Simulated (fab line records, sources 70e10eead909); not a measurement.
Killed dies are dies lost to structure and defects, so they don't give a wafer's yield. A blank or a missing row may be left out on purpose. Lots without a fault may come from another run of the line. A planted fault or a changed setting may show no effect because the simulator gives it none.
Chamber matching | flow nand_harc | NHARC_A_CHANNEL_FILL_D2_ETCHBACK_19 on rie_si-02: 4 sister chambers
The step etches the open film in HBr/Cl2, target depth 5 nm, time 1.7 s. 4 wafers are shown with their chamber, then 9 later ones without.

WAFERS WITH THEIR CHAMBER
wafer  | chamber | drypump_motor_current_A (A)
L083.4 | 1       | 5.9
L083.5 | 0       | 6.0
L086.1 | 3       | 6.3
L086.5 | 2       | 5.3

WAFERS WITHOUT THEIR CHAMBER
wafer  | drypump_motor_current_A (A)
L090.1 | 6.0
L090.4 | 6.3
L090.5 | 6.0
L094.1 | 6.0
L094.2 | 6.0
L094.5 | 6.0
L097.1 | 6.0
L097.3 | 6.0
L097.6 | 6.2

WHICH CHAMBER EACH WENT THROUGH
wafer  | from the rows above | in truth
L090.1 | 0                   | 0
L090.4 | 3                   | 3
L090.5 | 0                   | 0
L094.1 | 0                   | 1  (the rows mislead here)
L094.2 | 0                   | 0
L094.5 | 0                   | 0
L097.1 | 0                   | 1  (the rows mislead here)
L097.3 | 0                   | 0
L097.6 | 3                   | 3
Placed correctly: 7 of 9. Can't be placed from these rows: 0. Placed wrongly: 2.
How it was worked out, from the rows above alone: a wafer's distance from a chamber is the root of the sum, over the readings, of the square of ((its reading less the chamber's mean) divided by the reading's scatter). The wafer belongs to the nearest chamber; if the next one is less than 2 further off, it can't be placed. A chamber's mean is the mean of its shown wafers. The scatter: with one shown wafer a chamber, the root of the mean of the squares of how far each hidden wafer lies from its nearest shown one.
